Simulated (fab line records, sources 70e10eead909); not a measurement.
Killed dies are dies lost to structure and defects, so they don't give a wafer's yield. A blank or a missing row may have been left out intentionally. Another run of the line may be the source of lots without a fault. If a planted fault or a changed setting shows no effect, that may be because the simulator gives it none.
A lot that was struck, set against a sound lot | flow nandHarc | 13 steps out of a route of 1302
Sound: the wafers L782.1, L782.2, L782.3. Struck: wafer L798.3 (left out: L798.1, L798.2 of the same lot, which were not struck); the cause appears at the end.
At each step with rows: each side's tool, then ch and its chambers, then its first start. Under that, the readings that differ: sound wafers | struck wafers | difference of the means | sigmas: that difference in standard deviations of wafers without a fault.
alike: words and numbers the same on both sides, and readings whose means are apart by under 2 such deviations; not compared: readings that were withheld, readings missing a value for some wafer, numbers with overlapping values and no deviation given by the record, and bounds like >300 which may hide the same value.
A row with sigmas, a row that says differs or no value, or rows on one side alone: a step with any of these is where the two part. Non-overlapping numbers with no deviation appear without sigmas and do not part them. A reading missing from all wafers of one side parts the sides only when that side holds two or more wafers.

NHARC_A_STAIRCASE_TRIM_16: chemistry O2, time 211.2 s.
  sound: rieDiel-07 ch 0,1,3; struck: rieDiel-07 ch 1
  alike: drypumpMotorCurrentA, oesProductAu, rfVppV, showerheadPlenumPTorr, throttleValvePct
  not compared: rfHoursCounterH
then, 2 steps without rows for these wafers: NHARC_A_STAIRCASE_ETCH_17 (etches the open film in C4F8/O2, target depth 100 nm, time 40.5 s); NHARC_A_STAIRCASE_TRIM_18 (chemistry O2, time 211.2 s).
NHARC_A_STAIRCASE_ETCH_19: etches the open film in C4F8/O2, target depth 100 nm, time 40.5 s.
  sound: rieDiel-07 ch 0,1,3; struck: rieDiel-07 ch 2
  alike: oesProductAu, rfVppV, runLengthS
  not compared: rfHoursCounterH
then, 1 step without rows for these wafers: NHARC_A_STAIRCASE_TRIM_20 (chemistry O2, time 211.2 s).
NHARC_A_STAIRCASE_ETCH_21: etches the open film in C4F8/O2, target depth 100 nm, time 40.5 s.
  sound: rieDiel-07 ch 0,1,3; struck: rieDiel-07 ch 0
  alike: oesProductAu, rfVppV, runLengthS
  not compared: rfHoursCounterH
NHARC_A_STAIRCASE_TRIM_22: chemistry O2, time 211.2 s.
  sound: rieDiel-07 ch 0,2,3; struck: rieDiel-07 ch 1
reading             | sound    | struck | difference | sigmas
rfHoursCounterH (h) | 22 21 18 | 23     | +3         | 
  alike: drypumpMotorCurrentA, oesProductAu, rfVppV, showerheadPlenumPTorr, throttleValvePct
then, 3 steps without rows for these wafers: NHARC_A_STAIRCASE_ETCH_23 (etches the open film in C4F8/O2, target depth 100 nm, time 40.5 s); NHARC_A_STAIRCASE_TRIM_24 (chemistry O2, time 211.2 s); NHARC_A_STAIRCASE_ETCH_25 (etches the open film in C4F8/O2, target depth 100 nm, time 40.5 s).
NHARC_A_STAIRCASE_TRIM_26: chemistry O2, time 211.2 s.
  sound: rieDiel-07 ch 1,2,3; struck: rieDiel-07 ch 1
reading             | sound    | struck | difference | sigmas
rfHoursCounterH (h) | 22 17 18 | 23     | +4         | 
  alike: drypumpMotorCurrentA, oesProductAu, rfVppV, showerheadPlenumPTorr, throttleValvePct
NHARC_A_STAIRCASE_ETCH_27: etches the open film in C4F8/O2, target depth 100 nm, time 40.5 s.
  sound on rieDiel-07 ch 0,1,2, day 16 05:24; struck on rieDiel-07 ch 0, day 23 12:32
reading             | sound          | struck | difference | sigmas
rfHoursCounterH (h) | 18 17 21       | 23     | +4         | 
runLengthS (s)      | 61.6 60.8 61.1 | 49.1   | -12.1      | -24
  alike: oesProductAu, rfVppV
-- break in the record here, with 9 days between the starts of the struck wafers on either side (left off in module A_STAIRCASE, picked up again in module END, where the first step shown is number 1302 on the route) --
NHARC_END_SORT_01:
  sound on prober-02 ch 0, day 24 18:19; struck on prober-02 ch 0, day 32 22:33
reading           | sound    | struck                  | difference                   | sigmas
hold              | - - -    | awaitDispo/2.4h/release | no value on the sound wafers | 
killedAtArray     | 49 57 46 | 675                     | +624                         | +30
killedAtPeriphery | 8 6 9    | 2                       | -6                           | -2
killedDies        | 57 65 58 | 677                     | +617                         | +31
killedOpen        | 5 6 3    | 0                       | -5                           | -3
  alike: killedAtOther, killedShort

## WHERE THEY PART
Earliest at NHARC_A_STAIRCASE_ETCH_27; latest, in this record, at NHARC_END_SORT_01.

WHY: the cause the simulator had injected
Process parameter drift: rieDiel-07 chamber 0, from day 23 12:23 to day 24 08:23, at NHARC_A_STAIRCASE_ETCH_27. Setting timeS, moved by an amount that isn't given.
